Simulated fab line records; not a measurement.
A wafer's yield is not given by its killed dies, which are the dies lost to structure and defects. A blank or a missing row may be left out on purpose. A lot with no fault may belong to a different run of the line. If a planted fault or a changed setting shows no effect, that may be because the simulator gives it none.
A struck lot beside a sound one | flow n5Finfet | 15 out of 1938 route steps
Sound: the wafers L720.4, L720.5, L720.6. Struck: wafer L738.4. (L738.1 of the same lot was not struck and is left out.) The cause comes at the end.
Per side, at each step with rows, come the tool, then ch with its chambers, and then its first start. Under that, the readings that differ: sound wafers | struck wafers | difference of the means | sigmas: that difference in standard deviations of wafers without a fault.
alike: readings with means less than 2 such deviations apart, plus words and numbers identical on both sides. not compared: withheld readings, readings lacking a value on some wafer, bounds such as >300 that could conceal the same value, and numbers that have no deviation in the record and whose values overlap.
Wherever a step has rows on one side only, a row that says differs or no value, or a row with sigmas, the two part there. When numbers do not overlap yet have no deviation, they are printed without sigmas and do not part them. A reading missing from all wafers of one side parts the sides only when that side holds two or more wafers.

first, 1 step without rows for these wafers: N5_BEOL_M12_HARDBAKE_32 (time 120 s).
N5_BEOL_M12_CD_MEAS_28: the cd target is 160.2 nm.
  sound on cdSem-02 ch 0, day 11 23:09; struck on cdSem-03 ch 0, day 16 08:20
  alike: cdNm
N5_BEOL_M12_OVL_MEAS_29:
  sound on overlay-02 ch 0, day 11 23:13; struck on overlay-02 ch 0, day 16 08:22
  alike: M12_OVL
N5_BEOL_M12_INSPECT_30: inspects for defects (macro).
  sound on defectInspect-02, day 11 23:14; struck on defectInspect-02, day 16 08:23
  alike: rawDefectCount
N5_BEOL_M12_DESCUM_33: chemistry O2, time 7.9 s.
  sound on rieDiel-01 ch 1,2, day 11 23:32; struck on rieDiel-04 ch 3, day 16 08:26
reading                  | sound       | struck | difference | sigmas
drypumpMotorCurrentA (A) | 5.9 5.9 5.7 | 4.9    | -0.9       | -3
  alike: oesProductAu, rfVppV, showerheadPlenumPTorr, throttleValvePct
  not compared: rfHoursCounterH
N5_BEOL_M12_ETCH_67: etches SiARC in CF4, target depth 143 nm, time 238.3 s.
  sound on rieDiel-01 ch 1,2, day 11 23:34; struck on rieDiel-04 ch 0, day 16 08:28
  alike: drypumpMotorCurrentA, etchRfOnTimeS, oesProductAu, rfVppV, showerheadPlenumPTorr, throttleValvePct
  not compared: rfHoursCounterH
N5_BEOL_M12_ETCH_68: etches SOC in N2/H2, time 285 s.
  sound on rieDiel-01 ch 1,2, day 11 23:43; struck on rieDiel-04 ch 3, day 16 08:37
reading                  | sound             | struck | difference | sigmas
drypumpMotorCurrentA (A) | 5.9 5.9 5.8       | 4.9    | -1.0       | -3
throttleValvePct (%)     | 17.56 17.56 17.20 | 18.05  | +0.61      | +2
  alike: oesProductAu, rfVppV, showerheadPlenumPTorr
  not compared: rfHoursCounterH
then, 1 step without rows for these wafers: N5_BEOL_M12_STRIP_69 (strips in N2/H2).
N5_BEOL_M12_TRENCH_ETCH_34: etches SiOC in C4F8/O2/Ar, target depth 318.95 nm, time 125.5 s.
  sound on rieDiel-01 ch 1,2, day 11 23:53; struck on rieDiel-04 ch 3, day 16 08:47
reading                  | sound       | struck | difference | sigmas
drypumpMotorCurrentA (A) | 5.9 5.9 5.8 | 4.9    | -1.0       | -3
  alike: oesProductAu, rfVppV, showerheadPlenumPTorr, throttleValvePct
  not compared: rfHoursCounterH
then, 1 step without rows for these wafers: N5_BEOL_M12_STRIP_70 (strips in C4F8/O2/Ar).
N5_BEOL_M12_OCD_MEAS_35:
  sound on ocd-02, day 12 00:03; struck on ocd-02, day 16 08:56
reading            | sound       | struck | difference | sigmas
trenchDepthNm (nm) | 315 316 325 | 309    | -10        | -2
N5_BEOL_M12_STRIP_37: strips in N2/H2.
  sound on plasmaAsher-01 ch 0,1, day 12 00:07; struck on plasmaAsher-01 ch 1, day 16 08:59
  alike: drypumpMotorCurrentA, heaterPowerW, oesProductAu
  not compared: rfHoursCounterH
N5_BEOL_M12_ETCH_38: etches SiCN in CF4/N2, target depth 68.7 nm, time 73.4 s.
  sound on rieDiel-01 ch 1,2, day 12 00:35; struck on rieDiel-01 ch 2, day 16 11:37
reading                 | sound            | struck | difference | sigmas
model.etch.depthNm (nm) | 59.97 59.57 58.2 | 66.99  | +7.74      | 
  alike: drypumpMotorCurrentA, oesProductAu, rfVppV, showerheadPlenumPTorr, throttleValvePct
  not compared: rfHoursCounterH
then, 2 steps without rows for these wafers: N5_BEOL_M12_PRECLEAN_39 (cleans in residue remover, time 60 s); N5_PASSIVATION_PROBE_49.

WHERE THEY PART
Earliest at N5_BEOL_M12_DESCUM_33; latest, in this record, at N5_BEOL_M12_OCD_MEAS_35. Later steps at which nothing parts them and some readings are alike: N5_BEOL_M12_STRIP_37, N5_BEOL_M12_ETCH_38.

WHY: what the simulator had put in
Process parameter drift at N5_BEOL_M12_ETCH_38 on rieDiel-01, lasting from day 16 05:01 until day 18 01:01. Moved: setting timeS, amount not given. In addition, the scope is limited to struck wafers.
